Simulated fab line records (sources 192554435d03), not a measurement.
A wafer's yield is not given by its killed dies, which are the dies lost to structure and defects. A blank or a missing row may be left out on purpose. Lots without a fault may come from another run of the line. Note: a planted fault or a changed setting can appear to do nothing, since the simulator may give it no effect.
Matching of chambers :: flow n5Finfet :: N5_MOL_CONTACT_COAG_ETCH_59 on rieDiel-04 has 4 sister chambers
The step etches underlayer in N2/H2, target depth 13 nm, time 10.4 s. 16 wafers are shown with their chamber, then 8 later ones without.

WAFERS WITH THEIR CHAMBER
wafer: L074.2
chamber: 3
drypumpMotorCurrentA (A): 6.04
showerheadPlenumPTorr (Torr): 2.72
throttleValvePct (%): 17.8

wafer: L074.3
chamber: 1
drypumpMotorCurrentA (A): 6.03
showerheadPlenumPTorr (Torr): 2.61
throttleValvePct (%): 18.1

wafer: L074.6
chamber: 3
drypumpMotorCurrentA (A): 6.04
showerheadPlenumPTorr (Torr): 2.72
throttleValvePct (%): 17.8

wafer: L077.3
chamber: 0
drypumpMotorCurrentA (A): 5.39
showerheadPlenumPTorr (Torr): 2.52
throttleValvePct (%): 17.8

wafer: L077.5
chamber: 3
drypumpMotorCurrentA (A): 6.04
showerheadPlenumPTorr (Torr): 2.72
throttleValvePct (%): 17.8

wafer: L077.6
chamber: 2
drypumpMotorCurrentA (A): 5.46
showerheadPlenumPTorr (Torr): 2.43
throttleValvePct (%): 18.4

wafer: L079.2
chamber: 3
drypumpMotorCurrentA (A): 6.05
showerheadPlenumPTorr (Torr): 2.72
throttleValvePct (%): 17.8

wafer: L079.4
chamber: 3
drypumpMotorCurrentA (A): 6.05
showerheadPlenumPTorr (Torr): 2.72
throttleValvePct (%): 17.8

wafer: L079.6
chamber: 1
drypumpMotorCurrentA (A): 6.04
showerheadPlenumPTorr (Torr): 2.60
throttleValvePct (%): 18.2

wafer: L081.2
chamber: 1
drypumpMotorCurrentA (A): 6.07
showerheadPlenumPTorr (Torr): 2.60
throttleValvePct (%): 18.2

wafer: L081.3
chamber: 3
drypumpMotorCurrentA (A): 6.05
showerheadPlenumPTorr (Torr): 2.72
throttleValvePct (%): 17.8

wafer: L081.5
chamber: 1
drypumpMotorCurrentA (A): 6.06
showerheadPlenumPTorr (Torr): 2.60
throttleValvePct (%): 18.1

wafer: L086.2
chamber: 3
drypumpMotorCurrentA (A): 6.06
showerheadPlenumPTorr (Torr): 2.71
throttleValvePct (%): 17.8

wafer: L086.3
chamber: 2
drypumpMotorCurrentA (A): 5.48
showerheadPlenumPTorr (Torr): 2.42
throttleValvePct (%): 18.4

wafer: L086.4
chamber: 1
drypumpMotorCurrentA (A): 6.05
showerheadPlenumPTorr (Torr): 2.60
throttleValvePct (%): 17.7

wafer: L088.2
chamber: 1
drypumpMotorCurrentA (A): 6.03
showerheadPlenumPTorr (Torr): 2.60
throttleValvePct (%): 17.7

SIGNATURES (means of the wafers above)
reading: drypumpMotorCurrentA
chamber 0: 5.3900
chamber 1: 6.0467
chamber 2: 5.4700
chamber 3: 6.0471
scatter within a chamber: 0.0125

reading: showerheadPlenumPTorr
chamber 0: 2.5200
chamber 1: 2.6017
chamber 2: 2.4250
chamber 3: 2.7186
scatter within a chamber: 0.00427

reading: throttleValvePct
chamber 0: 17.800
chamber 1: 18.000
chamber 2: 18.400
chamber 3: 17.800
scatter within a chamber: 0.153
Rule: a wafer's distance from a chamber is the root of the sum, over the readings, of the square of ((its reading less the chamber's mean) divided by the reading's scatter). The wafer belongs to the nearest chamber; if the next one is less than 2 further off, it can't be placed. The scatter: the root of (the sum of the squares of (reading less its chamber's mean) over the shown wafers, divided by (wafers less chambers)).

WAFERS WITH NO CHAMBER GIVEN
wafer: L088.5
drypumpMotorCurrentA (A): 6.02
showerheadPlenumPTorr (Torr): 2.71
throttleValvePct (%): 17.8

wafer: L088.6
drypumpMotorCurrentA (A): 5.46
showerheadPlenumPTorr (Torr): 2.42
throttleValvePct (%): 18.4

wafer: L096.3
drypumpMotorCurrentA (A): 6.04
showerheadPlenumPTorr (Torr): 2.70
throttleValvePct (%): 17.9

wafer: L096.5
drypumpMotorCurrentA (A): 6.03
showerheadPlenumPTorr (Torr): 2.70
throttleValvePct (%): 17.8

wafer: L096.6
drypumpMotorCurrentA (A): 5.47
showerheadPlenumPTorr (Torr): 2.41
throttleValvePct (%): 18.4

wafer: L097.1
drypumpMotorCurrentA (A): 6.01
showerheadPlenumPTorr (Torr): 2.59
throttleValvePct (%): 17.7

wafer: L097.5
drypumpMotorCurrentA (A): 6.04
showerheadPlenumPTorr (Torr): 2.70
throttleValvePct (%): 17.9

wafer: L097.6
drypumpMotorCurrentA (A): 5.45
showerheadPlenumPTorr (Torr): 2.41
throttleValvePct (%): 18.4

THE CHAMBER EACH PASSED THROUGH
wafer: L088.5
from the rows above: 3
in truth: 3

wafer: L088.6
from the rows above: 2
in truth: 2

wafer: L096.3
from the rows above: 3
in truth: 3

wafer: L096.5
from the rows above: 3
in truth: 3

wafer: L096.6
from the rows above: 2
in truth: 2

wafer: L097.1
from the rows above: 1
in truth: 1

wafer: L097.5
from the rows above: 3
in truth: 3

wafer: L097.6
from the rows above: 2
in truth: 2
Correct placement for 8 of the 8. Number that these rows cannot place: 0. 0 placed wrongly.
